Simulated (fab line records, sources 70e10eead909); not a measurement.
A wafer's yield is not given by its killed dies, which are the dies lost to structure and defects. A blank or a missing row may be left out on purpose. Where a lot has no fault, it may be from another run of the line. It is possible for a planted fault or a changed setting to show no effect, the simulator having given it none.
Chamber matching | flow nand harc | 3 sister chambers for NHARC_A_STAIRCASE_DEP_471 on pecvd-02
The step deposits SiO2, target thk 100 nm. 3 wafers are shown with their chamber, then 12 later ones without.

EACH WAFER AND ITS CHAMBER
wafer  | chamber | throttle valve pct (%)
L091.2 | 2       | 15.5
L091.4 | 1       | 15.2
L091.5 | 0       | 16.6

WAFERS WITHOUT THEIR CHAMBER
wafer  | throttle valve pct (%)
L094.1 | 16.4
L094.3 | 15.5
L094.4 | 15.6
L092.1 | 15.5
L092.2 | 16.7
L092.4 | 16.7
L095.4 | 15.5
L095.5 | 15.6
L095.6 | 16.7
L097.2 | 16.5
L097.4 | 15.8
L097.6 | 15.6

WHICH CHAMBER EACH WENT THROUGH
wafer  | from the rows above | in truth
L094.1 | 0                   | 0
L094.3 | 2                   | 2
L094.4 | 2                   | 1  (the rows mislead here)
L092.1 | 2                   | 2
L092.2 | 0                   | 0
L092.4 | 0                   | 0
L095.4 | 2                   | 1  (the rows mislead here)
L095.5 | 2                   | 2
L095.6 | 0                   | 0
L097.2 | 0                   | 0
L097.4 | 2                   | 2
L097.6 | 2                   | 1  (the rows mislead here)
Correctly placed: 9 of 12. From these rows, 0 cannot be placed. Placed wrongly: 3.
How it was worked out, from the rows above alone: a wafer's distance from a chamber is the root of the sum, over the readings, of the square of ((its reading less the chamber's mean) divided by the reading's scatter). The wafer belongs to the nearest chamber; if the next one is less than 2 further off, it can't be placed. Each chamber's mean is taken over the wafers shown for it. The scatter: root of mean squared gap, hidden wafer to nearest shown wafer, with one shown wafer a chamber.
